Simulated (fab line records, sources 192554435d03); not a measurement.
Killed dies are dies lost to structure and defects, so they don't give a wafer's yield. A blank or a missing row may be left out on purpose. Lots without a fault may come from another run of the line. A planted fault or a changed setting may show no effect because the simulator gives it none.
Split-lot experiment | flow n5_finfet | 7 lots, 21 wafers read, on a route of 1938 steps

THE SPLIT
At N5_BEOL_M7_PECVD_70 (deposits SiO2 from TEOS/O2, target thk 20 nm, time 22.7 s), the setting temp_c was moved away from the recipe's 400 C on 8 of the 21 wafers read, by -2.7% to +4.4%. The other wafers ran this setting at the recipe's value.

The reading is taken at the split's own step.

THE READING
SiO2_of_BEOL_M7_PECVD_70.thk_nm (the simulator's own value, which no gauge read), in nm, at N5_BEOL_M7_PECVD_70 (deposits SiO2 from TEOS/O2, target thk 20 nm, time 22.7 s). The file gives no usual value for it. The 13 wafers here that ran the recipe average 20.0 nm, standard deviation 0.32 nm.

wafer  | tool, chamber at the split | temp_c as run, C | against the recipe | SiO2_of_BEOL_M7_PECVD_70.thk_nm, nm | against lot-mates on the recipe
L074.1 | pecvd-02, 2                | 400              | recipe             | 19.8                                | -
L074.2 | pecvd-02, 0,2              | 392.7            | -1.8%              | 20.8                                | +1.0
L074.4 | pecvd-02, 0,2              | 392.7            | -1.8%              | 20.8                                | +1.0
L076.4 | pecvd-04, 2                | 400              | recipe             | 20                                  | -
L076.5 | pecvd-04, 1,0              | 416.8            | +4.2%              | 17.8                                | -2.2
L076.6 | pecvd-04, 1,0              | 416.8            | +4.2%              | 17.8                                | -2.2
L078.2 | pecvd-01, 1                | 400              | recipe             | 19.6                                | -
L078.4 | pecvd-01, 0                | 400              | recipe             | 20.2                                | -
L078.6 | pecvd-01, 2                | 400              | recipe             | 20                                  | -
L084.2 | pecvd-02, 1                | 400              | recipe             | 20                                  | -
L084.5 | pecvd-02, 1,0              | 400              | recipe             | 20.4                                | -
L084.6 | pecvd-02, 1,0              | 400              | recipe             | 20.4                                | -
L087.1 | pecvd-02, 0                | 390.3            | -2.4%              | 21                                  | +0.4
L087.5 | pecvd-02, 1                | 390.3            | -2.4%              | 21.8                                | +1.2
L087.6 | pecvd-02, 2                | 400              | recipe             | 20.6                                | -
L090.1 | pecvd-01, 0                | 400              | recipe             | 20.2                                | -
L090.3 | pecvd-01, 2                | 417.5            | +4.4%              | 17.4                                | -2.7
L090.6 | pecvd-01, 0                | 400              | recipe             | 20                                  | -
L095.2 | pecvd-02, 2                | 400              | recipe             | 19.4                                | -
L095.4 | pecvd-02, 2                | 400              | recipe             | 20                                  | -
L095.6 | pecvd-02, 1                | 389              | -2.7%              | 21.8                                | +2.1
Where a row lists several chambers, the file gives one row for several wafers and doesn't say which wafer went through which chamber.

THE FIT
A straight line over all 21 wafers: SiO2_of_BEOL_M7_PECVD_70.thk_nm changes by -0.554 nm for each +1% of temp_c; r = -0.96; the points scatter about the line by 0.31 nm.
The same after taking each lot's own level away (the mean of its wafers on the recipe; 21 wafers): -0.542 nm for each +1%; r = -0.96; scatter 0.31 nm.
On that fit, the largest move of temp_c shifts the reading by 2.4 nm.
The lots' own levels span 19.70 to 20.60 nm, that is 2.9 times the standard deviation above.
So the lot-to-lot level changes the slope little: the two slopes agree.
Check: with one of the wafers moved furthest among these (+4.4%) left out of the fit, the line predicts -2.28 nm for it against its lot-mates. It came out at -2.7 nm against them.

OTHER SPLITS ON THESE WAFERS
These wafers also went through other splits before the reading. Each is held against what the fit with the lots' levels taken away leaves over:
other split on the same wafers | wafers away from the commonest value | r with SiO2_of_BEOL_M7_PECVD_70.thk_nm (lot level and that fit taken away)
N5_BEOL_M5_COAT_65 spin_rpm    | 7                                    | -0.41
N5_BEOL_M6_COAT_22 spin_rpm    | 7                                    | +0.34
N5_BEOL_M6_EXPOSE_25 dose_mj   | 9                                    | +0.09

THE FILE'S OWN FIT
SiO2_of_BEOL_M7_PECVD_70.thk_nm changes by -0.571 nm for each +1% of temp_c, r = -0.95.
